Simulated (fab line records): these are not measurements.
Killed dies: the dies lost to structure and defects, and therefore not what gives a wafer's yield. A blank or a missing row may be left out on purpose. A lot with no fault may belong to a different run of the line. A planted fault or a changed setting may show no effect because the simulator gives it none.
fab line records    flow n5_finfet
record: lots: 6  wafers: 18  last_day: 18
route steps=1938 shown HKMG_FIN@464 GATE_CUT@465 BEOL_M4@1111 PASSIVATION@1936
lots untouched by any fault: they come from a run of this same line in which no faults occurred
start_h: hours from the record's opening day to when the first of the lot's shown wafers began    wait_h: how many hours have passed since the lot's step before this one    " identical to the entry in the row above    L1.1+2: several wafers, shown together as one row    - no value, or no start given    * or withheld: withheld    < > ~ a bound
route shown NAME@n: NAME is a module with steps in the file, n the number in the route of the first one    usual: mean/standard deviation taken from wafers without a fault    same: alike in all rows    chamber/n: place in a boat    sites: per-site readings    _std_site: the values' standard deviation    _edge_site: the outer-site mean with the inner-site mean subtracted    radius_mm: for every site, how far away it sits from the centre of the wafer    mask NAME#n: copy n    behind: the most recent tool/chamber to have shaped the wafer    hold: what put the lot on hold/how long, in hours/how the hold closed    device: names the non-switching transistor (n, p or np)    end of line: at the end of the route, the tests of the same wafers    step lacking rows: just its recipe    killed: at the first sort, the dies lost to defects and structure; wafer yield is something else    map: dies across one wafer; x = killed, . = not, _ = none there
set.NAME: the setting the step ran with; set.NAME@STEP: the setting that earlier step ran with    model.NAME: the simulator's own value behind a step, which no gauge read
lots seen at some steps along the route; tables by step, rows by wafer
services: from which hour (start_h, from the record's first day; less than 0 if before it) a tool's chamber was out of use, for how many hours, and why
== steps ==
step: N5_HKMG_FIN_INSPECT_28
recipe: inspect_instrument: darkfield  mode: post_cmp
usual: raw_defect_count: 40/16
lot.wafer  tool               chamber  start_h  wait_h  raw_defect_count
L805.1     defect_inspect-02  -        121.38   0.0     44
L805.2     "                  -        "        "       17
L805.6     "                  -        "        "       28
L808.2     defect_inspect-02  -        129.50   0.0     30
L808.4     "                  -        "        "       38
L808.6     "                  -        "        "       41
L811.3     defect_inspect-01  -        147.29   0.0     50
L811.4     "                  -        "        "       39
L811.5     "                  -        "        "       27
L814.1     defect_inspect-01  -        166.33   0.0     22
L814.3     "                  -        "        "       31
L814.6     "                  -        "        "       30
L819.1     defect_inspect-01  -        195.23   0.0     19
L819.5     "                  -        "        "       17
L819.6     "                  -        "        "       19
L821.1     defect_inspect-01  -        215.04   0.2     52
L821.5     "                  -        "        "       80
L821.6     "                  -        "        "       41
step: N5_GATE_CUT_ETCHBACK_00
recipe: chemistry: SF6/Cl2  target: W  pressure_mtorr: 8  icp_w: 900  bias_w: 80  SF6_flow_sccm: 40  Cl2_flow_sccm: 60
usual: drypump_motor_current_A: 5.7/0.54  oes_product_au: 0.79/0.099  throttle_valve_pct: 27.50/0.25
lot.wafer  tool          chamber  start_h  wait_h  drypump_motor_current_A  oes_product_au  rf_hours_counter_h  throttle_valve_pct
L805.1     rie_metal-03  1        121.41   0.0     5.9                      0.70            73                  27.11
L805.2     "             0        "        "       4.7                      0.81            32                  27.52
L805.6     "             1        "        "       5.9                      0.70            -                   27.11
L808.2     rie_metal-03  1        129.53   0.0     5.9                      0.69            74                  27.10
L808.4     "             0        "        "       4.6                      0.81            -                   27.54
L808.6     "             0        "        "       4.6                      0.81            -                   27.53
L811.3     rie_metal-02  1        147.36   0.1     5.6                      0.95            -                   27.62
L811.4     "             0        "        "       6.1                      0.75            -                   27.65
L811.5     "             1        "        "       5.5                      0.96            -                   27.62
L814.1     rie_metal-02  0        166.37   0.0     6.1                      0.75            57                  27.65
L814.3     "             1        "        "       5.6                      0.94            -                   27.64
L814.6     "             0        "        "       6.1                      0.76            -                   27.66
L819.1     rie_metal-02  0        195.27   0.0     6.1                      0.74            59                  27.65
L819.5     "             1        "        "       5.6                      0.91            -                   27.63
L819.6     "             0        "        "       6.1                      0.74            -                   27.66
L821.1     rie_metal-02  1        215.07   0.0     5.6                      0.91            8                   27.65
L821.5     "             0        "        "       6.1                      0.74            -                   27.67
L821.6     "             1        "        "       5.6                      0.92            -                   27.63
step: N5_GATE_CUT_ETCH_56
recipe: chemistry: Cl2/Ar  target: TiN  target_depth_a: 216  pressure_mtorr: 10  icp_w: 600  bias_w: 60  Cl2_flow_sccm: 40  Ar_flow_sccm: 60
step: N5_GATE_CUT_ETCHBACK_30
recipe: chemistry: Cl2/Ar  target: TiN  target_depth_a: 30  mode: isotropic  pressure_mtorr: 10  icp_w: 600  bias_w: 60  Cl2_flow_sccm: 40  Ar_flow_sccm: 60
usual: drypump_motor_current_A: 5.7/0.54  oes_product_au: 0.78/0.097  throttle_valve_pct: 20.80/0.16
lot.wafer  tool          chamber  start_h  wait_h  drypump_motor_current_A  oes_product_au  rf_hours_counter_h  throttle_valve_pct
L805.1     rie_metal-03  1        121.62   0.1     5.9                      0.71            73                  20.55
L805.2     "             0        "        "       4.6                      0.80            32                  20.91
L805.6     "             1        "        "       5.9                      0.71            -                   20.57
L808.2     rie_metal-03  1        129.74   0.1     5.9                      0.71            74                  20.56
L808.4     "             0        "        "       4.6                      0.80            -                   20.90
L808.6     "             0        "        "       4.7                      0.79            -                   20.91
L811.3     rie_metal-02  1        147.54   0.0     5.6                      0.98            -                   20.78
L811.4     "             0        "        "       6.1                      0.74            -                   20.90
L811.5     "             1        "        "       5.6                      0.97            -                   20.80
L814.1     rie_metal-02  0        166.58   0.1     6.1                      0.73            57                  20.92
L814.3     "             1        "        "       5.5                      0.94            -                   20.80
L814.6     "             0        "        "       6.1                      0.74            -                   20.91
L819.1     rie_metal-02  0        195.48   0.1     6.1                      0.73            59                  20.92
L819.5     "             1        "        "       5.6                      0.91            -                   20.83
L819.6     "             0        "        "       6.1                      0.73            -                   20.92
L821.1     rie_metal-02  1        215.28   0.1     5.6                      0.91            8                   20.81
L821.5     "             0        "        "       6.1                      0.73            -                   20.94
L821.6     "             1        "        "       5.6                      0.92            -                   20.82
step: N5_GATE_CUT_VAPOR_ETCH_60
recipe: chemistry: BCl3/Cl2  target: HfO2  mode: isotropic
step: N5_GATE_CUT_ETCH_58
recipe: chemistry: CH3F/O2  target: SiNx  target_depth_a: 170  time_s: 128.6  ion_energy_ev: 50  pressure_mtorr: 30  source_w: 415  bias_w: 21  Ar_flow_sccm: 150  CH3F_flow_sccm: 30  O2_flow_sccm: 20
step: N5_GATE_CUT_STRIP_59
recipe: chemistry: N2/H2  time_s: 20  power_w: 100  temp_c: 40  pressure_mtorr: 100  rf_frequency_hz: 6e+07  bias_power_w: 3  n2_flow_sccm: 300  h2_flow_sccm: 300
usual: drypump_motor_current_A: 5.6/0.31  n2_flow_sccm: 299.8/0.88  oes_product_au: 0.77/0.08  rf_vpp_V: 45.3/0.87  showerhead_plenum_p_Torr: 3.38/0.08  throttle_valve_pct: 12.20/0.29
same: time_s: 20
lot.wafer  tool         chamber  start_h  wait_h  drypump_motor_current_A  n2_flow_sccm  oes_product_au  rf_hours_counter_h  rf_vpp_V  showerhead_plenum_p_Torr  throttle_valve_pct
L805.1     rie_diel-05  1        121.81   0.1     5.2                      298.6         0.76            129                 46.6      3.39                      11.99
L805.2     "            3        "        "       5.6                      299.8         0.69            199                 47.2      3.35                      12.30
L805.6     "            2        "        "       5.9                      300.0         0.73            -                   46.2      3.35                      12.30
L808.2     rie_diel-01  0        129.92   0.1     5.3                      300.1         0.85            49                  46.5      3.41                      11.96
L808.4     "            1        "        "       5.5                      298.2         0.74            162                 45.9      3.37                      12.21
L808.6     "            2        "        "       5.4                      299.5         0.69            -                   45.9      3.34                      12.69
L811.3     rie_diel-04  3        147.71   0.1     5.9                      298.1         0.70            239                 45.2      3.47                      12.56
L811.4     "            0        "        "       5.7                      300.7         0.71            234                 45.9      3.49                      12.43
L811.5     "            1        "        "       6.3                      299.3         0.71            -                   46.7      3.46                      12.41
L814.1     rie_diel-04  3        166.76   0.1     5.9                      300.8         0.69            245                 46.5      3.47                      12.57
L814.3     "            0        "        "       5.7                      300.3         0.70            241                 45.6      3.48                      12.48
L814.6     "            2        "        "       6.2                      301.6         0.91            -                   44.6      3.32                      11.69
L819.1     rie_diel-04  2        195.66   0.1     6.2                      300.2         0.88            30                  45.2      3.31                      11.71
L819.5     "            1        "        "       6.3                      300.2         0.68            -                   45.7      3.45                      12.43
L819.6     "            2        "        "       6.2                      298.9         0.87            -                   45.1      3.31                      11.71
L821.1     rie_diel-04  2        215.47   0.1     6.2                      298.8         0.87            37                  44.5      3.31                      11.72
L821.5     "            1        "        "       6.3                      299.6         0.69            -                   43.3      3.45                      12.47
L821.6     "            3        "        "       6.0                      298.9         0.95            -                   44.4      3.46                      11.95
step: N5_GATE_CUT_PRECLEAN_31
recipe: temp_c: 23  chemistry: DIW  time_s: 300
step: N5_GATE_CUT_SRD_32
recipe: time_s: 30  temp_c: 23  rinse_liquid: diw  dry: ipa_marangoni
step: N5_GATE_CUT_SAC_CAP_01
recipe: material: SiNx  target_thk_a: 240  temp_c: 400  ald_precursor_family: SiH2I2  ald_co_reactant: N2/H2-plasma  pulse_time_s: 1  ald_cycles: 480  purge_time_s: 2  co_reactant_purge_time_s: 2  pressure_torr: 2
usual: heater_power_w: 878/93  precursor_pulse_height_rel: 0.999/0.02
same: ald_cycles: 480
lot.wafer  tool        chamber  start_h  wait_h  heater_power_w  precursor_pulse_height_rel
L805.1     ald_sin-03  0        122.02   0.0     1001            1.018
L805.2     "           1        "        "       781             0.987
L805.6     "           3        123.11   1.1     774             0.983
L808.2     ald_sin-03  1        130.15   0.0     760             0.986
L808.4     "           0        "        "       1019            0.988
L808.6     "           3        131.23   1.1     748             0.988
L811.3     ald_sin-03  3        147.93   0.0     783             0.946
L811.4     "           0        "        "       1029            1.012
L811.5     "           2        149.02   1.1     810             1.007
L814.1     ald_sin-04  0        166.97   0.0     845             0.977
L814.3     "           1        "        "       991             1.004
L814.6     "           3        168.06   1.1     883             1.027
L819.1     ald_sin-04  2        195.88   0.0     765             0.993
L819.5     "           3        196.96   1.1     907             1.001
L819.6     "           0        "        "       884             1.003
L821.1     ald_sin-02  2        216.13   0.5     899             0.997
L821.5     "           0        217.21   1.6     1004            0.992
L821.6     "           1        "        "       851             1.020
step: N5_GATE_CUT_PECVD_57
recipe: material: SiNx  target_thk_a: 210  temp_c: 400  precursor: SiH4/NH3/N2  pressure_torr: 1.5  rf_w: 300
usual: heater_power_w: 829/87  showerhead_plenum_p_Torr: 5.18/0.073  showerhead_vpp_V: 1095/43  throttle_valve_pct: 39.1/1.9
lot.wafer  tool      chamber  start_h  wait_h  heater_power_w  showerhead_plenum_p_Torr  showerhead_vpp_V  throttle_valve_pct
L805.1     pecvd-01  0        124.21   1.1     842             5.26                      1132              37.3
L805.2     "         1        "        "       829             5.18                      1104              41.4
L805.6     "         0        "        "       867             5.25                      1123              37.5
L808.2     pecvd-02  1        132.35   1.1     798             5.14                      1033              40.6
L808.4     "         2        "        "       794             5.17                      997               35.5
L808.6     "         0        "        "       773             5.16                      1111              39.2
L811.3     pecvd-03  0        150.13   1.1     559             5.21                      1194              36.8
L811.4     "         1        "        "       729             5.16                      1129              41.0
L811.5     "         0        "        "       568             5.21                      1198              37.0
L814.1     pecvd-01  0        169.17   1.1     754             5.25                      1142              37.4
L814.3     "         2        "        "       848             5.02                      1079              39.9
L814.6     "         1        "        "       908             5.17                      1095              41.2
L819.1     pecvd-01  0        198.07   1.1     852             5.26                      1117              37.6
L819.5     "         1        "        "       907             5.17                      1112              41.2
L819.6     "         0        "        "       833             5.26                      1144              37.5
L821.1     pecvd-01  0        218.32   1.1     882             5.25                      1105              37.6
L821.5     "         0        "        "       906             5.26                      1126              37.5
L821.6     "         1        "        "       831             5.18                      1090              41.2
step: N5_GATE_CUT_CMP_02
recipe: stop_on: SiO2  t_overpolish_s: 12.7  post_cmp_clean: alkaline_brush  down_force_psi: 2.5  platen_rpm: 51.8  pad_velocity_m_s: 1.0307  target_thk_nm: 0
usual: motor_current_A: 9.4/1.4  overpolish_run_s: 12.700/0.0095  slurry_flow_ml_min: 150.0/0.49  time_to_endpoint_s: 25.4/2.6
lot.wafer  tool    chamber  start_h  wait_h  motor_current_A  overpolish_run_s  slurry_flow_ml_min  time_to_endpoint_s
L805.2     cmp-02  0        124.29   0.1     6.8              12.691            149.9               31.6
L805.1     "       2        "        "       9.3              12.682            150.1               29.1
L805.6     "       0        "        "       6.9              12.717            150.3               26.8
L808.4     cmp-01  0        132.47   0.1     9.7              12.694            150.0               23.8
L808.2     "       2        "        "       12.2             12.704            149.7               26.0
L808.6     "       0        "        "       10.0             12.701            150.1               28.4
L811.3     cmp-02  1        150.20   0.1     9.2              12.705            150.8               51.3
L811.4     "       0        "        "       6.9              12.724            149.5               26.9
L811.5     "       1        "        "       9.1              12.711            150.1               27.9
L814.3     cmp-02  3        169.32   0.1     8.6              12.698            150.3               50.2
L814.1     "       0        "        "       6.9              12.695            149.5               29.2
L814.6     "       2        "        "       9.4              12.713            149.9               60.2
L819.1     cmp-03  0        198.24   0.1     8.3              12.694            149.9               22.3
L819.5     "       2        "        "       6.5              12.704            150.5               24.0
L819.6     "       3        "        "       9.9              12.694            150.0               20.1
L821.1     cmp-01  1        218.42   0.1     11.0             12.711            150.7               23.1
L821.6     "       1        "        "       11.2             12.701            150.4               24.2
L821.5     "       2        "        "       11.3             12.716            150.1               23.7
step: N5_BEOL_M4_RC_MEAS_101
usual: DIBL_N: 36.0/1.9  DIBL_P: 36.0/2.1  IOFF_N: 0.155/0.029  IOFF_P: 0.20/0.032  ION_N: 672/11  ION_P: 461/6.9  SS_N: 71.5/0.58  SS_P: 73.2/0.64  VT_N: 250.4/2.9  VT_P: -251.0/2.8
lot.wafer  tool       chamber  start_h  wait_h  DIBL_N[mV/V]  DIBL_P[mV/V]  IOFF_N[nA/um]  IOFF_P[nA/um]  ION_N[uA/um]  ION_P[uA/um]  SS_N[mV/dec]  SS_P[mV/dec]  VT_N[mV]  VT_P[mV]
L805.1     prober-02  0        214.31   0.0     40.1          40.3          0.224          0.27           675           464           72.9          74.0          247.6     -248.9
L805.2     "          0        "        "       38.9          38.8          0.185          0.25           682           472           71.4          73.7          250.4     -247.6
L805.6     "          0        "        "       39.9          39.2          0.214          0.26           674           461           71.1          73.9          247.6     -245.5
L808.2     prober-01  0        227.88   0.2     37.2          37.0          0.164          0.22           671           462           71.2          72.5          249.3     -249.2
L808.4     "          0        "        "       40.0          40.8          0.235          0.28           695           472           72.2          74.4          245.7     -246.3
L808.6     "          0        "        "       37.9          37.3          0.178          0.22           687           465           71.7          73.0          249.5     -248.8
L811.3     prober-01  0        238.26   0.3     34.5          33.6          0.121          0.18           667           459           71.1          72.4          252.2     -252.0
L811.4     "          0        "        "       34.5          33.2          0.121          0.18           659           453           70.5          72.0          256.8     -254.4
L811.5     "          0        "        "       35.9          34.7          0.142          0.19           653           453           72.0          73.2          254.5     -249.5
L814.1     prober-01  0        256.57   0.0     36.9          35.6          0.173          0.23           683           470           71.5          74.0          247.8     -246.5
L814.3     "          0        "        "       33.3          33.0          0.124          0.19           675           465           70.6          73.6          250.4     -247.1
L814.6     "          0        "        "       36.2          34.9          0.156          0.22           662           459           71.6          73.9          249.3     -247.3
L819.1     prober-02  0        288.05   0.0     35.9          37.5          0.160          0.22           675           470           72.3          73.6          250.3     -247.6
L819.5     "          0        "        "       32.6          33.5          0.113          0.17           661           468           70.2          72.8          253.6     -252.7
L819.6     "          0        "        "       33.1          33.1          0.117          0.17           650           450           71.0          72.5          253.9     -252.3
L821.1     prober-02  0        311.89   0.0     34.8          34.8          0.151          0.21           676           463           71.3          72.6          251.0     -250.0
L821.5     "          0        "        "       33.5          33.6          0.134          0.19           677           468           71.2          72.5          252.4     -247.9
L821.6     "          0        "        "       33.5          33.8          0.130          0.18           673           463           71.0          71.8          253.3     -252.4
step: N5_PASSIVATION_PROBE_49
usual: defect_limited_yield: 91.0/1.5  killed_at_M0_to_M3: 33/9.4  killed_at_M4_up: 14/4.8  killed_at_contacts: 13/7.3  killed_at_front_end: 43/13  killed_at_other: 3.6/2.9  killed_dies: 106/18  killed_open: 69/13  killed_short: 35/8.2  sort_bin_5_function: 5.3/1  sort_bin_6_memory: 3.3/0.68  sort_bin_8_speed: 0.01/0.027  sort_n_pass: 1074/18
same: gross_dies: 1180  killed_at_back_side: 0  sort_bin_4_leakage[%]: 0
lot.wafer  tool       chamber  start_h  wait_h  defect_limited_yield[%]  killed_at_M0_to_M3  killed_at_M4_up  killed_at_contacts  killed_at_front_end  killed_at_other  killed_dies  killed_open  killed_short  sort_bin_5_function[%]  sort_bin_6_memory[%]  sort_bin_8_speed[%]  sort_n_pass
L805.1     prober-01  -        317.03   0.0     92.8                     20                  16               2                   46                   1                85           49           27            3.6                     2.6                   0                    1095
L805.2     prober-01  -        317.08   0.1     93.1                     24                  10               4                   39                   4                81           41           34            3.8                     2.4                   0                    1099
L805.6     prober-01  -        317.28   0.3     91.6                     46                  11               2                   36                   4                99           69           26            4.3                     3.6                   0                    1081
L808.2     prober-01  -        325.61   0.1     90.7                     26                  15               6                   61                   2                110          66           43            6.0                     3.1                   0                    1070
L808.4     prober-01  -        325.71   0.2     88.1                     29                  15               7                   86                   4                141          91           50            7.0                     4.2                   0                    1039
L808.6     prober-01  -        325.81   0.3     91.7                     14                  13               6                   63                   2                98           64           32            5.7                     2.3                   0                    1082
L814.1     prober-02  -        360.74   0.0     89.9                     41                  14               15                  37                   12               119          72           45            6.5                     3.1                   0                    1061
L814.3     prober-02  -        360.84   0.1     90.8                     43                  3                23                  38                   1                108          51           48            5.1                     3.4                   0                    1072
L814.6     prober-02  -        360.99   0.3     90.2                     40                  9                9                   57                   1                116          70           38            5.9                     3.1                   0                    1064
L821.1     prober-01  -        421.92   0.0     91.6                     28                  5                17                  48                   1                99           64           35            5.0                     2.9                   0                    1081
L821.5     prober-01  -        422.12   0.2     90.8                     42                  10               16                  38                   2                108          65           37            5.5                     3.0                   0                    1072
L821.6     prober-01  -        422.17   0.3     92.2                     28                  24               17                  23                   0                92           43           41            4.2                     2.8                   0                    1088
killed by level:class
L805.1 FIN_SAQP:geometric_particle:open=9 HKMG_FIN:area_etch=9 GATE_CUT:geometric_particle:open=6 BEOL_M0_SAQP:geometric_particle:short=5 BEOL_M4:geometric_particle:open=5 ILD0:geometric_particle:short=4 GATE_CUT:geometric_particle:short=4 BEOL_M0_SAQP:geometric_particle:open=4
L805.2 BEOL_M0_SAQP:geometric_particle:short=8 HKMG_FIN:area_etch=6 FIN_SAQP:geometric_particle:short=5 GATE_CUT:geometric_particle:short=5 FIN_SAQP:geometric_particle:open=4 STI_FIN_REVEAL:geometric_particle:open=4 BEOL_M4:geometric_particle:open=4 DUMMY_GATE:geometric_particle:open=4
L805.6 BEOL_M1:geometric_particle:open=18 BEOL_M3:geometric_particle:open=9 FIN_SAQP:geometric_particle:open=8 BEOL_M4:geometric_particle:open=7 BEOL_M2:geometric_particle:open=6 BEOL_M0_SAQP:geometric_particle:open=5 FIN_SAQP:geometric_particle:short=4 GATE_CUT:geometric_particle:open=4
L808.2 FIN_SAQP:geometric_particle:short=16 FIN_SAQP:geometric_particle:open=12 STI_FIN_REVEAL:geometric_particle:open=12 BEOL_M4:geometric_particle:open=8 BEOL_M0_SAQP:geometric_particle:open=7 GATE_CUT:geometric_particle:short=6 BEOL_M3:geometric_particle:open=5 BEOL_M2:geometric_particle:open=5
L808.4 FIN_SAQP:geometric_particle:short=20 FIN_SAQP:geometric_particle:open=19 STI_FIN_REVEAL:geometric_particle:open=16 DUMMY_GATE:geometric_particle:open=11 BEOL_M0_SAQP:geometric_particle:short=8 BEOL_M4:geometric_particle:open=8 BEOL_M2:geometric_particle:open=6 GATE_CUT:geometric_particle:short=5
L808.6 STI_FIN_REVEAL:geometric_particle:open=18 FIN_SAQP:geometric_particle:open=15 FIN_SAQP:geometric_particle:short=7 BEOL_M2:geometric_particle:open=7 BEOL_M4:geometric_particle:open=6 ILD0:geometric_particle:short=5 MOL_CONTACT_COAG:geometric_particle:open=5 STI_FIN_REVEAL:geometric_particle:short=3
L814.1 BEOL_M2:geometric_particle:open=13 MOL_CONTACT_COAG:geometric_particle:open=12 BEOL_M0_SAQP:geometric_particle:short=11 FIN_SAQP:geometric_particle:short=9 GATE_CUT:geometric_particle:short=9 PASS1_CAP:geometric_particle:open=9 STI_FIN_REVEAL:geometric_particle:open=6 BEOL_M3:geometric_particle:open=6
L814.3 MOL_CONTACT_COAG:geometric_particle:open=16 BEOL_M0_SAQP:geometric_particle:short=16 FIN_SAQP:geometric_particle:short=13 BEOL_M0_SAQP:geometric_particle:open=9 MOL_CONTACT_COAG:geometric_particle:short=7 BEOL_M2:geometric_particle:open=6 HKMG_FIN:area_etch=6 FIN_SAQP:geometric_particle:open=5
L814.6 FIN_SAQP:geometric_particle:short=16 STI_FIN_REVEAL:geometric_particle:open=12 BEOL_M0_SAQP:geometric_particle:short=11 BEOL_M0_SAQP:geometric_particle:open=10 BEOL_M2:geometric_particle:open=10 MOL_CONTACT_COAG:geometric_particle:open=8 FIN_SAQP:geometric_particle:open=6 DUMMY_GATE:geometric_particle:open=6
L821.1 FIN_SAQP:geometric_particle:short=12 MOL_CONTACT_COAG:geometric_particle:open=11 FIN_SAQP:geometric_particle:open=9 GATE_CUT:geometric_particle:open=7 BEOL_M0_SAQP:geometric_particle:open=7 MOL_CONTACT_COAG:geometric_particle:short=6 BEOL_M3:geometric_particle:open=6 BEOL_M0_SAQP:geometric_particle:short=6
L821.5 BEOL_M0_SAQP:geometric_particle:open=18 BEOL_M0_SAQP:geometric_particle:short=15 MOL_CONTACT_COAG:geometric_particle:open=12 FIN_SAQP:geometric_particle:short=7 FIN_SAQP:geometric_particle:open=6 STARTING-WAFER:geometric_particle:open=5 HKMG_FIN:area_etch=5 DUMMY_GATE:geometric_particle:open=4
L821.6 MOL_CONTACT_COAG:geometric_particle:open=13 BEOL_M4:geometric_particle:open=10 BEOL_M0_SAQP:geometric_particle:short=10 BEOL_M0:geometric_particle:short=7 FIN_SAQP:geometric_particle:short=5 MOL_CONTACT_COAG:geometric_particle:short=4 BEOL_M3:geometric_particle:open=4 BEOL_M4:geometric_particle:short=4
== services ==
tool          chamber  start_h  hours  kind
cmp-01        -        103.09   4.4    pm
pecvd-02      -        104.29   2.8    pm
ald_sin-02    3        121.55   17.2   repair
cmp-03        -        128.46   4.0    pm
ald_sin-02    -        130.27   0.4    repair
rie_metal-03  0        132.05   12.0   repair
pecvd-03      -        136.71   1.1    repair
rie_diel-05   1        141.67   9.0    repair
pecvd-02      2        145.61   5.1    repair
pecvd-03      -        145.76   1.0    repair
cmp-01        -        149.02   0.2    repair
ald_sin-04    2        153.87   21.7   repair
cmp-01        -        161.62   0.5    repair
ald_sin-03    -        166.93   1.7    repair
cmp-01        -        171.43   1.2    repair
cmp-02        -        172.72   1.7    repair
ald_sin-03    -        178.05   14.0   pm
cmp-03        -        189.88   1.2    repair
pecvd-01      2        190.23   2.3    repair
rie_diel-05   3        190.29   7.9    repair
rie_diel-01   1        194.00   11.3   repair
rie_diel-01   0        197.51   3.7    repair
cmp-03        -        199.47   10.9   pm
cmp-01        -        203.68   4.0    pm
== key ==
first_sign: step: N5_GATE_CUT_CMP_02  reading: time_to_endpoint_s  direction: up  sigmas: 11  usual: *  struck: *
effect none on later readings
met_at N5_GATE_CUT_CMP_02
struck_wafers L811.3,L814.3,L814.6
onset_between 124.29 150.20
fault: kind: process_parameter_drift  tool: cmp-02  chamber: -  onset_h: 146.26  steps: N5_GATE_CUT_CMP_02  channel: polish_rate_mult  offset: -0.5  shape: step  end_h: 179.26  scope: struck_wafers_only
